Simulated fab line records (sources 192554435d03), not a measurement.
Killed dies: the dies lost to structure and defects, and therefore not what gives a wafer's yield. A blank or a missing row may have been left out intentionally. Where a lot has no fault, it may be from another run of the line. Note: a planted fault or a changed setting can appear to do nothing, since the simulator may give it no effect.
Matching of chambers ; flow n5_finfet ; N5_BEOL_M15_DEP_53 on pecvd-04 has 3 sister chambers
The step deposits SiCN from 3MS/NH3, target thk 50 nm, time 17.8 s. 3 wafers are shown with their chamber, then 8 later ones without.

WAFERS, EACH WITH ITS CHAMBER
wafer;chamber;throttle_valve_pct (%)
L088.4;1;17.7
L088.5;0;20.6
L092.2;2;17.7

WAFERS MISSING THEIR CHAMBER
wafer;throttle_valve_pct (%)
L092.4;20.5
L092.5;17.8
L094.1;17.7
L094.4;18.0
L094.5;20.4
L097.1;18.0
L097.2;17.7
L097.3;20.3

THE CHAMBER EACH PASSED THROUGH
wafer;from the rows above;in truth
L092.4;0;0
L092.5;can't be placed: 1 or 2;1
L094.1;can't be placed: 1 or 2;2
L094.4;can't be placed: 1 or 2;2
L094.5;0;0
L097.1;can't be placed: 1 or 2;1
L097.2;can't be placed: 1 or 2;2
L097.3;0;0
Correctly placed: 3 of 8. From these rows, 5 cannot be placed; in 5 the true chamber is one of the candidates. Wrongly placed: 0.
How it was worked out, from the rows above alone: a wafer's distance from a chamber is the root of the sum, over the readings, of the square of ((its reading less the chamber's mean) divided by the reading's scatter). If the next closest chamber is less than 2 further off than the closest, the wafer can't be placed; otherwise it belongs to the closest. Each chamber's mean is taken over the wafers shown for it. The scatter (one wafer shown for each chamber): square how far every hidden wafer sits from the nearest shown wafer, average those squares and take the square root.
